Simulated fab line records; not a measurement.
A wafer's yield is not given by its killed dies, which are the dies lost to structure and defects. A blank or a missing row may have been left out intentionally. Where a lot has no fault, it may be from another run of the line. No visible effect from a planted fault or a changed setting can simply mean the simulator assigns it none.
Code-filled problem report in 8D (eight disciplines) form | flow n5_finfet | the parts of the form that need people (team, actions taken, sign-off) are left out

== 1. WHAT IS WRONG ==
spin_speed_rpm at N5_BEOL_M12_COAT_66 reads a mean of 1647.2 rpm on 6 wafers of 2 lots; wafers without a fault read 1500.2 rpm with a standard deviation of 1.2. So: +99 or more standard deviations from the usual mean.
The step: time 60 s, resist thk 110 nm.
First seen on wafer L451.1, day 11 20:09, on litho_track-03. The record has a number at this step for 12 wafers belonging to 4 lots. Rule for "out", or "out of limits": more than 4 standard deviations from the usual mean. All remaining wafers that have a number are taken as sound.

== 2. WHAT IT IS, WHAT IT ISN'T ==
question                    | is                     | is not
which readings at this step | spin_speed_rpm         | resist_line_temp_C
which lots                  | L451, L452             | L445, L453
which wafers of those lots  | all that have a number | -
read on which tools         | litho_track-03         | litho_track-02
when                        | from day 11 20:09      | up to then (3 sound wafers); but 3 sound wafers of L453 came after

== 3. THE SUSPECTS, EACH WITH WHAT RULES IT OUT ==
Counting: any tool at a process step up to the reading is kept as a suspect provided that every lot that is out went through it and no sound lot did after the first of them.
- litho_track-03 at N5_BEOL_M12_COAT_66 (time 60 s, resist thk 110 nm): kept. Every lot that is out went through it, starting with L451 (day 11 20:09), and after that it ran no sound lot; the last sound lot it ran before then is L445 (day 10 04:07). Out on those wafers are its own readings of spin_speed_rpm.
After counting, what remains is litho_track-03 at N5_BEOL_M12_COAT_66.

== 4. THE CAUSE (what the simulator had put in) ==
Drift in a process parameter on litho_track-03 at N5_BEOL_M12_COAT_66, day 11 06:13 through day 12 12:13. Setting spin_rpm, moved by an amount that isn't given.
The count eliminated every tool but this one.

== 5. SEQUENCE OF EFFECTS, ordered by route ==
Rows list readings where the struck wafers' mean (over those with a number) sits beyond 3 standard deviations from the usual. Only readings for which the record gives a usual standard deviation are gone through. hours: the time from each lot's start at the first step in this table that gives one to its start at this step, as a median over the lots. sigmas: the change in usual standard deviations.
hours | step                | reading        | usual      | on struck wafers | change | sigmas
0     | N5_BEOL_M12_COAT_66 | spin_speed_rpm | 1500.2 rpm | 1647.2           | +147.0 | +99 or more
It contains these process steps:
- N5_BEOL_M12_COAT_66: time 60 s, resist thk 110 nm.

== 6. WHAT WOULD HAVE CAUGHT IT SOONER ==
The fault began at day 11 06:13; the first out-of-limits reading in this record came at day 11 20:09, 14 hours later.
